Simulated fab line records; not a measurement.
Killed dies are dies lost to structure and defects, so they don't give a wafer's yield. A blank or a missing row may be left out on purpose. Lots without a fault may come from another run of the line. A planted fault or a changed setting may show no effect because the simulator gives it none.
Struck lot and sound lot, side by side | flow nand harc | 41 out of 1302 route steps
Sound: these wafers, L842.1, L842.4, L842.6. Struck: wafer L856.1. (L856.3, L856.5 of the same lot were not struck and are left out.) The cause comes at the end.
Order at every step that has rows: each side's tool, ch and its chambers, its first start. Under that, the readings that differ: sound wafers | struck wafers | difference of the means | sigmas: that difference in standard deviations of wafers without a fault.
alike: same words and numbers on both sides, and readings whose means sit less than 2 such deviations apart. not compared: any withheld reading, any reading some wafer has no value for, any bound like >300 that may hide the same value, and any number with overlapping values for which the record gives no deviation.
Wherever a step has rows on one side only, a row that says differs or no value, or a row with sigmas, the two part there. Numbers that have no deviation but don't overlap get no sigmas and don't part them. A reading that every wafer of one side lacks parts them only if that side has two wafers or more.

NHARC_P_M2_OVL_MEAS_10: pitch 340 nm.
  struck on overlay-02, day 13 08:34; sound on overlay-01, day 7 15:56
  alike: overlay x nm, overlay y nm
NHARC_P_M2_INSPECT_11:
  struck on defect inspect-01, day 13 08:36; sound on defect inspect-02, day 7 15:58
  alike: raw defect count
NHARC_P_M2_DESCUM_14: chemistry O2, time 3 s.
  sound on rie diel-11 ch 1,2, day 7 16:02; struck on rie diel-10 ch 0, day 13 08:40
  reading                     | sound       | struck | difference | sigmas
  drypump motor current A (A) | 5.9 5.5 5.5 | 6.7    | +1.1       | +2
  alike: oes product au, rf vpp V, showerhead plenum p Torr, throttle valve pct
  not compared: rf hours counter h
then, 2 steps without rows for these wafers: NHARC_P_M2_ETCH_35 (etches the open film in N2/H2, target depth 40 nm, overetch 12 nm, time 43.94 s); NHARC_P_M2_ETCH_15 (etches the open film in C4F8/Ar, target depth 182.5 nm, time 91.2 s).
NHARC_P_M2_CD_MEAS_16:
  struck on cd sem-03, day 13 08:58; sound on cd sem-02, day 7 16:20
  alike: cd nm
then, 4 steps without rows for these wafers: NHARC_P_M2_STRIP_18 (strips in N2/H2); NHARC_P_M2_ETCH_28 (etches the open film in CF4/N2, target depth 30 nm, time 72.99 s); NHARC_P_M2_STRIP_19 (strips in post etch residue remover, time 600 s); NHARC_P_M2_DEGAS_29 (time 60 s).
NHARC_P_M2_PRE_CLEAN_30: time 30 s.
  sound on pvd sputter-02; struck on pvd sputter-01
  reading            | sound       | struck | difference | sigmas
  heater power w (W) | 317 417 312 | 447    | +98        | +3
NHARC_P_M2_PVD_20: deposits TaN, target thk 5 nm, time 8.06 s.
  sound on pvd sputter-02; struck on pvd sputter-01
  alike: throttle valve pct
NHARC_P_M2_PVD_21: deposits Cu, target thk 30 nm, time 20.49 s.
  struck on pvd sputter-01, day 13 09:55; sound on pvd sputter-02, day 7 17:41
  alike: throttle valve pct
then, 4 steps without rows for these wafers: NHARC_P_M2_ECD_22 (material Cu, target thk 400 nm); NHARC_P_M2_ANNEAL_31 (time 90 s); NHARC_P_M2_CMP_23 (polishes, t overpolish 20 s, target thk 144.3 nm); NHARC_P_M2_SRD_25.
NHARC_P_M2_INSPECT_27:
  struck on defect inspect-02, day 13 11:14; sound on defect inspect-01, day 7 19:01
  alike: raw defect count
then, 1 step without rows for these wafers: NHARC_P_M2_PRE_CLEAN_32 (time 12 s).
NHARC_P_M2_DEP_33: deposits SiCN, target thk 30 nm.
  sound on pecvd-02 ch 0,1, day 7 19:14; struck on pecvd-01 ch 2, day 13 11:23
  alike: heater power w
then, 1 step without rows for these wafers: NHARC_P_BONDPAD_DEP_00 (deposits SiCN, target thk 250 nm).
NHARC_P_BONDPAD_CMP_32: polishes SiCN, target thk 200 nm.
  the record has rows for the sound wafers here (cmp-02 ch 0,1, day 7 19:59) and none for the struck ones
NHARC_P_BONDPAD_THK_MEAS_33: measures by ellipsometry.
  rows exist in the record for the sound wafers here (film metro-02, day 7 20:14), none for the struck ones
then, 10 steps without rows for these wafers: NHARC_P_BONDPAD_SRD_34; NHARC_P_BONDPAD_DEHYDRATE_01 (time 120 s); NHARC_P_BONDPAD_HMDS_02 (time 30 s); NHARC_P_BONDPAD_COAT_36 (time 65 s); NHARC_P_BONDPAD_COAT_03 (resist thk 600 nm); NHARC_P_BONDPAD_SOFTBAKE_04 (time 70 s); NHARC_P_BONDPAD_EBR_05; NHARC_P_BONDPAD_EXPOSE_06 (exposes mask P BPAD); NHARC_P_BONDPAD_PEB_07 (peb time 80 s); NHARC_P_BONDPAD_DEVELOP_08 (time 50 s).
NHARC_P_BONDPAD_CD_MEAS_09: the cd target is 500 nm.
  the record has rows for the sound wafers here (cd sem-01 ch 0, day 7 20:48) and none for the struck ones
NHARC_P_BONDPAD_OVL_MEAS_38:
  rows exist in the record for the sound wafers here (overlay-01, day 7 20:53), none for the struck ones
then, 4 steps without rows for these wafers: NHARC_P_BONDPAD_HARDBAKE_10 (time 65 s); NHARC_P_BONDPAD_DESCUM_11 (chemistry O2, time 3 s); NHARC_P_BONDPAD_ETCH_37 (etches the open film in N2/H2, target depth 60 nm, overetch 18 nm, time 65.91 s); NHARC_P_BONDPAD_ETCH_12 (etches the open film in CHF3/O2, target depth 200 nm, time 100 s).
NHARC_P_BONDPAD_CD_MEAS_13:
  rows exist in the record for the sound wafers here (cd sem-01, day 7 21:19), none for the struck ones
-- jump in the record: it breaks off in module P_BONDPAD and resumes in module END (first step shown: number 1302 of the route), and 19 days separate the struck wafers' starts before and after --
NHARC_END_SORT_01:
  sound on prober-02 ch 0, day 25 16:15; struck on prober-01 ch 0, day 32 22:35
  reading                  | sound       | struck | difference | sigmas
  defect limited yield (%) | 85 83 82    | 0      | -83        | -24
  killed at array          | 95 109 117  | 51     | -56        | -2
  killed at periphery      | 8 4 4       | 624    | +619       | +99 or more
  killed dies              | 103 113 121 | 677    | +565       | +24
  alike: killed at other, killed open, killed short

WHERE THEY PART
Earliest at NHARC_P_M2_DESCUM_14; latest, in this record, at NHARC_END_SORT_01.

WHY: what had been put in by the simulator
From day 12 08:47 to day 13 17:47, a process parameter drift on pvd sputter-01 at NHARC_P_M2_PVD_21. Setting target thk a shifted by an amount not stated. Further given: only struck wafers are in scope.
